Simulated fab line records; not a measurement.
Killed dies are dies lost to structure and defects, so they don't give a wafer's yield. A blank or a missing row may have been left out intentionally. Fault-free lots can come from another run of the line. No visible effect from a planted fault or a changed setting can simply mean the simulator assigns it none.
Chamber matching / flow nand harc / NHARC_A_CONTACT_ETCH_92 on rie diel-02 has 4 sister chambers
The step etches the open film in CH3F/O2, target depth 40 nm, time 85.7 s. 4 wafers are shown with their chamber, then 8 later ones without.

== WAFERS PAIRED WITH THEIR CHAMBERS ==
wafer=L082.1; chamber=0; drypump motor current A (A)=6.4
wafer=L083.2; chamber=3; drypump motor current A (A)=5.9
wafer=L083.5; chamber=2; drypump motor current A (A)=5.4
wafer=L095.1; chamber=1; drypump motor current A (A)=5.9

== WAFERS WITHOUT THEIR CHAMBER ==
wafer=L095.4; drypump motor current A (A)=5.4
wafer=L095.6; drypump motor current A (A)=5.4
wafer=L096.3; drypump motor current A (A)=5.4
wafer=L096.4; drypump motor current A (A)=6.0
wafer=L096.5; drypump motor current A (A)=6.4
wafer=L094.2; drypump motor current A (A)=6.4
wafer=L094.4; drypump motor current A (A)=5.9
wafer=L094.6; drypump motor current A (A)=5.8

== WHICH CHAMBER EACH ONE RAN IN ==
wafer=L095.4; from the rows above=2; in truth=2
wafer=L095.6; from the rows above=2; in truth=2
wafer=L096.3; from the rows above=2; in truth=2
wafer=L096.4; from the rows above=can't be placed: 1 or 3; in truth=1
wafer=L096.5; from the rows above=0; in truth=0
wafer=L094.2; from the rows above=0; in truth=0
wafer=L094.4; from the rows above=can't be placed: 1 or 3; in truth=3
wafer=L094.6; from the rows above=can't be placed: 1 or 3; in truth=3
5 of 8 placed correctly. From these rows, 3 cannot be placed; in 3 the true chamber is one of the candidates. 0 placed wrongly.
How it was worked out, from the rows above alone: a wafer's distance from a chamber is the root of the sum, over the readings, of the square of ((its reading less the chamber's mean) divided by the reading's scatter). If the next closest chamber is less than 2 further off than the closest, the wafer can't be placed; otherwise it belongs to the closest. Each chamber's mean is taken over the wafers shown for it. The scatter: with one shown wafer a chamber, the root of the mean of the squares of how far each hidden wafer lies from its nearest shown one.
